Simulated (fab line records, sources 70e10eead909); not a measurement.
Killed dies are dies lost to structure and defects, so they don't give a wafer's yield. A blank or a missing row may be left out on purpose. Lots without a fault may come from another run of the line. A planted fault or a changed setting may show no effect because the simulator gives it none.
fab line records | flow nand_harc
record lots=13 wafers=39 last_day=33
route steps=1302 shown A_CHANNEL_FILL_D1@495 A_DECK1_JOINT@542 END@1302
lots that met no fault: from a run of the same line without faults
start_h: hours from the record's first day to the start of the lot's first wafer shown | wait_h: hours since the lot's step before | " the same as in the row above | L1.1+2: a row that stands for several wafers | - no value, or no start given | * or withheld: withheld | < > ~ a bound
route shown NAME@n: a module of which the file shows steps, and the number in the route of the first | usual: mean/standard deviation of fault-free wafers | same: alike in all rows | chamber/n: place in a boat | sites: the reading at each site | _std_site: their standard deviation | _edge_site: outer sites' mean less inner sites' | radius_mm: how far each site lies from the wafer's centre | mask NAME#n: copy n | behind: the tool/chamber that last shaped the wafer | hold: why the lot was held/for how many hours/how that ended | device: the transistor (n, p or np) that didn't switch | end of line: the same wafers' tests at the end of the route | a step without rows: its recipe alone | killed: dies lost to structure and defects at the first sort, not the wafer's yield | map: a wafer's dies, x killed, . not, _ none there
set.NAME: the setting as run; set.NAME@STEP: as run at that earlier step | model.NAME: the simulator's own value behind a step, which no gauge read
steps of the route over a sample of lots; a table a step, a row a wafer
services: from which hour (start_h, from the record's first day; less than 0 if before it) a tool's chamber was out of use, for how many hours, and why
## steps
# step NHARC_A_CHANNEL_FILL_D1_ALD_15
# recipe target_thk_a=20 pulse_time_s=60 ald_cycles=19 temp_c=630 pressure_torr=2 material=SiNx
# usual precursor_pulse_height_rel=1.002/0.02
# columns lot.wafer tool chamber start_h wait_h precursor_pulse_height_rel
L741.2 ald_sin_batch-02 0 - - 1.030
L741.3 " 0 " " 0.995
L741.6 " 0 " " 1.023
L742.1 ald_sin_batch-02 0 - - 1.023
L742.4 " 0 " " 1.017
L742.6 " 0 " " 0.972
L743.1 ald_sin_batch-02 0 - - 0.998
L743.3 " 0 " " 1.048
L743.6 " 0 " " 1.033
L744.3 ald_sin_batch-01 0 - - 1.038
L744.4 " 0 " " 1.003
L744.5 " 0 " " 1.026
L745.3 ald_sin_batch-02 0 - - 1.016
L745.4 " 0 " " 0.998
L745.6 " 0 " " 0.977
L747.2 ald_sin_batch-03 0 - - 0.992
L747.3 " 0 " " 1.033
L747.6 " 0 " " 0.997
L748.2 ald_sin_batch-03 0 - - 0.989
L748.3 " 0 " " 1.008
L748.4 " 0 " " 0.980
L750.1 ald_sin_batch-01 0 - - 1.004
L750.2 " 0 " " 0.998
L750.5 " 0 " " 0.995
L752.2 ald_sin_batch-01 0 - - 0.995
L752.3 " 0 " " 1.011
L752.5 " 0 " " 0.966
L755.2 ald_sin_batch-02 0 - - 0.998
L755.5 " 0 " " 0.975
L755.6 " 0 " " 0.979
L760.2 ald_sin_batch-01 0 - - 1.007
L760.3 " 0 " " 0.974
L760.6 " 0 " " 1.029
L761.1 ald_sin_batch-01 0 - - 0.955
L761.2 " 0 " " 0.993
L761.4 " 0 " " 1.020
L763.1 ald_sin_batch-03 0 - - 1.012
L763.2 " 0 " " 0.977
L763.5 " 0 " " 1.011
# step NHARC_A_CHANNEL_FILL_D1_CMP_10
# recipe target_thk_nm=150
# usual motor_current_A=11.6/1.2 time_to_endpoint_s=14.4/2.7
# columns lot.wafer tool chamber start_h wait_h motor_current_A time_to_endpoint_s
L741.2 cmp-03 3 241.81 0.4 11.2 17.6
L741.3 " 0 " " 11.9 17.6
L741.6 " 3 " " 12.0 14.6
L742.1 cmp-01 1 256.93 0.4 9.5 12.8
L742.4 " 3 " " 10.6 16.0
L742.6 " 1 " " 10.3 12.2
L743.1 cmp-03 0 267.37 0.4 12.1 18.5
L743.3 " 1 " " 13.3 14.7
L743.6 " 0 " " 12.7 17.4
L744.4 cmp-04 2 276.10 0.4 14.1 13.3
L744.3 " 3 " " 10.3 13.3
L744.5 " 2 " " 14.8 15.1
L745.3 cmp-03 3 301.37 0.4 11.5 14.8
L745.4 " 0 " " 12.0 17.9
L745.6 " 0 " " 12.3 18.6
L747.3 cmp-04 2 316.58 0.4 13.7 8.3
L747.2 " 3 " " 10.6 6.0
L747.6 " 2 " " 13.7 7.5
L748.4 cmp-03 2 322.99 0.4 12.4 12.8
L748.2 " 3 " " 11.7 15.4
L748.3 " 1 " " 12.6 13.9
L750.2 cmp-03 1 347.58 0.4 13.0 12.7
L750.1 " 3 " " 11.6 14.8
L750.5 " 2 " " 11.1 12.9
L752.3 cmp-01 0 356.20 0.4 10.0 11.7
L752.2 " 1 " " 10.1 9.6
L752.5 " 1 " " 9.9 8.5
L755.2 cmp-03 1 389.11 0.4 12.8 12.5
L755.5 " 0 " " 12.1 15.4
L755.6 " 1 " " 12.7 10.1
L760.2 cmp-04 2 447.11 0.4 14.0 13.3
L760.3 " 1 " " 11.2 14.1
L760.6 " 3 " " 10.4 11.7
L761.4 cmp-03 2 454.50 0.4 12.3 15.5
L761.2 " 3 " " 11.6 16.0
L761.1 " 1 " " 13.8 16.5
L763.1 cmp-03 0 464.39 0.4 11.9 16.6
L763.2 " 1 " " 12.6 16.7
L763.5 " 3 " " 11.3 16.3
# step NHARC_A_CHANNEL_FILL_D1_INSPECT_13
# usual raw_defect_count=289/95
# columns lot.wafer tool chamber start_h wait_h raw_defect_count
L741.2 defect_inspect-01 - 242.22 0.0 222
L741.3 " - " " 194
L741.6 " - " " 229
L742.1 defect_inspect-02 - 257.34 0.0 223
L742.4 " - " " 223
L742.6 " - " " 311
L743.1 defect_inspect-02 - 267.78 0.0 316
L743.3 " - " " 291
L743.6 " - " " 366
L744.3 defect_inspect-02 - 276.49 0.0 330
L744.4 " - " " 250
L744.5 " - " " 176
L745.3 defect_inspect-01 - 301.78 0.0 305
L745.4 " - " " 332
L745.6 " - " " 388
L747.2 defect_inspect-02 - 316.97 0.0 201
L747.3 " - " " 472
L747.6 " - " " 208
L748.2 defect_inspect-02 - 323.41 0.0 234
L748.3 " - " " 277
L748.4 " - " " 410
L750.1 defect_inspect-02 - 348.00 0.0 217
L750.2 " - " " 296
L750.5 " - " " 399
L752.2 defect_inspect-01 - 356.61 0.0 324
L752.3 " - " " 592
L752.5 " - " " 356
L755.2 defect_inspect-02 - 389.50 0.0 272
L755.5 " - " " 245
L755.6 " - " " 202
L760.2 defect_inspect-01 - 447.52 0.0 161
L760.3 " - " " 234
L760.6 " - " " 155
L761.1 defect_inspect-01 - 454.92 0.0 204
L761.2 " - " " 257
L761.4 " - " " 204
L763.1 defect_inspect-02 - 464.78 0.0 356
L763.2 " - " " 401
L763.5 " - " " 309
# step NHARC_A_DECK1_JOINT_DEP_16
# recipe target_thk_a=450 temp_c=400 pressure_torr=6.5 rf_w=900 teos_flow_sccm=161.4 flow_sccm=2650 target_thk_nm=45 gas=O2 material=SiO2
# usual heater_power_w=531/110 throttle_valve_pct=16.2/0.44
# columns lot.wafer tool chamber start_h wait_h heater_power_w since_wet_clean_h throttle_valve_pct
L741.2 pecvd-02 2 277.60 0.4 742 37 15.3
L741.3 " 0 " " 337 38 16.1
L741.6 " 1 " " 568 - 16.6
L742.1 pecvd-03 2 296.74 0.1 500 98 15.5
L742.4 " 0 " " 646 - 16.5
L742.6 " 1 " " 384 - 16.6
L743.1 pecvd-04 1 302.51 0.1 486 21 15.5
L743.3 " 2 " " 523 21 16.2
L743.6 " 2 " " 530 - 16.1
L744.3 pecvd-03 0 314.03 0.1 607 116 16.8
L744.4 " 1 " " 422 - 16.8
L744.5 " 2 " " 481 - 15.7
L745.3 pecvd-04 2 340.09 0.1 491 58 16.3
L745.6 " 2 " " 503 - 16.4
L745.4 " 0 " " 456 - 15.5
L747.3 pecvd-03 1 351.57 0.1 405 153 16.8
L747.2 " 2 " " 582 153 16.0
L747.6 " 1 " " 419 - 16.9
L748.3 pecvd-03 0 359.32 0.1 626 161 16.6
L748.2 " 1 " " 417 161 16.9
L748.4 " 0 " " 657 - 16.9
L750.2 pecvd-03 1 381.04 0.1 419 2 15.9
L750.1 " 2 " " 598 2 16.0
L750.5 " 2 " " 624 - 15.9
L752.3 pecvd-03 0 395.22 0.1 515 16 16.4
L752.2 " 2 " " 572 16 16.1
L752.5 " 2 " " 580 - 16.0
L755.2 pecvd-02 0 422.93 0.1 402 2 16.3
L755.6 " 2 " " 719 - 15.7
L755.5 " 0 " " 406 - 16.1
L760.3 pecvd-02 0 480.03 0.1 415 59 16.1
L760.2 " 1 " " 508 59 16.4
L760.6 " 2 " " 758 - 15.6
L761.1 pecvd-04 2 487.36 0.1 502 24 16.1
L761.2 " 0 " " 426 24 15.5
L761.4 " 0 " " 438 - 15.7
L763.1 pecvd-03 2 497.65 0.1 598 118 16.2
L763.2 " 0 " " 647 118 16.8
L763.5 " 1 " " 483 - 16.2
# step NHARC_A_DECK1_JOINT_THK_MEAS_17
# recipe thk_meas_gauge=ellipsometry
# usual thk_nm=44.8/1.1
# columns lot.wafer tool chamber start_h wait_h hold thk_nm
L741.2 film_metro-01 - 277.88 0.3 - 45.7
L741.3 " - " " - 43.7
L741.6 " - " " - 43.9
L742.1 film_metro-02 - 297.02 0.3 - 43.9
L742.4 " - " " - 45.8
L742.6 " - " " - 44.7
L743.1 film_metro-02 - 302.79 0.3 - 43.2
L743.3 " - " " - 44.2
L743.6 " - " " - 45.7
L744.3 film_metro-02 - 314.25 0.2 - 46.3
L744.4 " - " " - 48.1
L744.5 " - " " - 44.9
L745.3 film_metro-01 - 340.35 0.2 - 43.6
L745.4 " - " " - 43.5
L745.6 " - " " - 46.7
L747.2 film_metro-01 - 351.86 0.2 - 45.4
L747.3 " - " " - 45.3
L747.6 " - " " - 46.2
L748.2 film_metro-01 - 359.57 0.2 - 44.1
L748.3 " - " " - 44.1
L748.4 " - " " - 45.3
L750.1 film_metro-01 - 381.29 0.2 await_dispo/0.2h/release 30.1
L750.2 " - " " await_dispo/0.2h/release 29.6
L750.5 " - " " await_dispo/0.2h/release 28.4
L750.1 film_metro-01 - 381.46 0.2 - 30.0
L750.2 " - " " - 28.2
L750.5 " - " " - 28.4
L752.2 film_metro-01 - 395.50 0.2 await_dispo/0.2h/release 28.6
L752.3 " - " " await_dispo/0.2h/release 28.4
L752.5 " - " " await_dispo/0.2h/release 27.2
L752.2 film_metro-01 - 395.67 0.2 - 28.9
L752.3 " - " " - 28.9
L752.5 " - " " - 31.0
L755.2 film_metro-01 - 423.18 0.2 - 44.1
L755.5 " - " " - 44.8
L755.6 " - " " - 46.3
L760.2 film_metro-02 - 480.28 0.2 - 42.9
L760.3 " - " " - 45.6
L760.6 " - " " - 44.2
L761.1 film_metro-02 - 487.64 0.3 - 42.5
L761.2 " - " " - 45.7
L761.4 " - " " - 45.3
L763.1 film_metro-02 - 497.93 0.2 - 43.7
L763.2 " - " " - 45.6
L763.5 " - " " - 45.6
# step NHARC_END_SORT_01
# recipe temp_c=25
# usual killed_at_array=46/16 killed_at_other=0.9/1.3 killed_at_periphery=4.1/3 killed_dies=51/17 killed_open=3.5/1.8 killed_short=2.5/1.8
# same gross_dies=677
# columns lot.wafer tool chamber start_h wait_h killed_at_array killed_at_other killed_at_periphery killed_dies killed_open killed_short
L744.3 prober-01 0 610.03 3.1 41 1 5 47 2 1
L744.4 prober-01 0 610.84 3.4 44 1 9 54 7 3
L744.5 prober-01 0 611.64 3.7 64 1 7 72 4 0
L750.1 prober-01 0 668.11 2.5 47 2 2 51 0 2
L750.2 prober-01 0 668.92 2.8 59 3 1 63 3 2
L750.5 prober-01 0 671.34 3.7 51 1 1 53 4 1
L752.2 prober-01 0 690.68 2.8 28 1 8 37 3 1
L752.3 prober-01 0 691.47 3.1 36 2 4 42 6 3
L752.5 prober-01 0 693.07 3.7 36 0 8 44 2 0
# killed by level:class
L744.3 A_CHANNEL_HOLE_D1:chamber_film_flake=21 A_CHANNEL_HOLE_D2:chamber_film_flake=15 P_CONTACT:chamber_film_flake=2 A_CONTACT:chamber_film_flake=2 P_CONTACT:geometric_particle:open=1 P_M0:geometric_particle:open=1 A_CHANNEL_FILL_D1:geometric_particle:short=1 P_ZERO_WELL:chamber_film_flake=1
L744.4 A_CHANNEL_HOLE_D1:chamber_film_flake=16 A_CHANNEL_HOLE_D2:chamber_film_flake=9 A_STAIRCASE:chamber_film_flake=6 A_CONTACT:chamber_film_flake=6 P_M0:geometric_particle:open=3 P_CONTACT:chamber_film_flake=3 A_DECK1_JOINT:geometric_particle:short=2 P_ZERO_WELL:chamber_film_flake=2
L744.5 A_CHANNEL_HOLE_D2:chamber_film_flake=27 A_CHANNEL_HOLE_D1:chamber_film_flake=22 A_CONTACT:chamber_film_flake=6 P_CONTACT:chamber_film_flake=4 A_CONTACT:geometric_particle:open=2 A_CHANNEL_FILL_D1:chamber_film_flake=2 A_WL_FILL:chamber_film_flake=2 P_M0:geometric_particle:open=1
L750.1 A_SLIT:chamber_film_flake=23 A_CHANNEL_HOLE_D1:chamber_film_flake=18 P_ZERO_WELL:chamber_film_flake=2 THIN_TSV:chamber_film_flake=2 A_CHANNEL_FILL_D1:geometric_particle:short=1 A_ONON_D2:geometric_particle:short=1 A_ZERO_WELL:chamber_film_flake=1 A_CHANNEL_HOLE_D2:chamber_film_flake=1
L750.2 A_SLIT:chamber_film_flake=30 A_CHANNEL_HOLE_D1:chamber_film_flake=21 THIN_TSV:chamber_film_flake=3 A_CHANNEL_HOLE_D2:chamber_film_flake=2 P_STI:geometric_particle:short=1 A_ONON_D1:geometric_particle:open=1 A_CHANNEL_HOLE_D1:geometric_particle:open=1 A_SGD_CUT:geometric_particle:open=1
L750.5 A_SLIT:chamber_film_flake=24 A_CHANNEL_HOLE_D1:chamber_film_flake=17 A_STAIRCASE:chamber_film_flake=4 P_GATE:geometric_particle:open=1 A_CHANNEL_FILL_D1:geometric_particle:short=1 A_CHANNEL_FILL_D2:geometric_particle:open=1 A_WL_FILL:geometric_particle:open=1 A_BLC:geometric_particle:open=1
L752.2 A_CHANNEL_HOLE_D2:chamber_film_flake=15 P_M1:chamber_film_flake=7 A_CHANNEL_HOLE_D1:chamber_film_flake=4 A_CONTACT:chamber_film_flake=3 A_M0:geometric_particle:open=2 A_M1:chamber_film_flake=2 P_M0:geometric_particle:open=1 A_CHANNEL_FILL_D2:geometric_particle:short=1
L752.3 A_CHANNEL_HOLE_D2:chamber_film_flake=16 A_CHANNEL_HOLE_D1:chamber_film_flake=6 A_WL_FILL:chamber_film_flake=2 A_M1:chamber_film_flake=2 P_M0:geometric_particle:open=1 P_M1:geometric_particle:open=1 A_CHANNEL_FILL_D1:geometric_particle:short=1 A_CHANNEL_HOLE_D2:geometric_particle:short=1
L752.5 A_CHANNEL_HOLE_D2:chamber_film_flake=17 A_CHANNEL_HOLE_D1:chamber_film_flake=9 P_M1:chamber_film_flake=7 A_WL_FILL:chamber_film_flake=5 A_M1:chamber_film_flake=3 A_CHANNEL_FILL_D2:geometric_particle:open=1 A_M0:geometric_particle:open=1 P_ZERO_WELL:chamber_film_flake=1
## services
# columns tool chamber start_h hours kind
pecvd-03 - 185.47 13.0 pm
cmp-04 - 209.00 4.0 pm
cmp-03 - 217.35 2.0 repair
pecvd-02 - 227.14 13.0 pm
pecvd-02 1 254.12 22.1 repair
cmp-04 - 258.25 1.7 repair
cmp-03 - 260.00 4.0 pm
cmp-04 - 263.20 0.4 repair
ald_sin_batch-02 - 266.00 26.0 pm
pecvd-04 - 269.03 13.0 pm
cmp-03 - 276.08 1.1 repair
cmp-04 - 286.75 4.7 repair
cmp-03 - 303.39 1.5 repair
cmp-04 - 307.00 4.0 pm
pecvd-02 - 316.58 1.1 repair
pecvd-03 - 354.80 0.8 repair
cmp-03 - 358.00 4.0 pm
cmp-04 - 360.53 0.2 repair
pecvd-03 - 366.47 13.0 pm
pecvd-04 1 386.52 5.9 repair
pecvd-03 0 387.86 3.3 repair
pecvd-03 - 443.89 1.1 repair
cmp-03 - 456.02 4.0 pm
cmp-03 - 492.10 2.2 repair
## key
first_sign step=NHARC_A_DECK1_JOINT_THK_MEAS_17 reading=visit direction=added
effect step=NHARC_A_DECK1_JOINT_THK_MEAS_17 reading=thk_nm direction=down sigmas=15 usual=44.8 struck=28.7
met_at NHARC_A_DECK1_JOINT_DEP_16
struck_lots L750,L752
tester_left_out L750,L752
not_acting_at NHARC_A_CHANNEL_FILL_D1_ALD_15,NHARC_A_CHANNEL_FILL_D1_CMP_10,NHARC_A_CHANNEL_FILL_D1_INSPECT_13
onset_between 359.32 381.04
fault kind=process_parameter_drift tool=pecvd-03 chamber=- onset_h=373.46 steps=NHARC_A_DECK1_JOINT_DEP_16 channel=target_thk_nm offset=-15.541 shape=step end_h=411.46 acts_in=these_recipes_only stated=45
# tester_left_out: of these lots the tester's yield and bins aren't shown, on N5 and GAA mostly nor the transistor test; their killed dies are dies lost to structure and defects alone, not to doping, threshold or leakage, so they don't give the yield
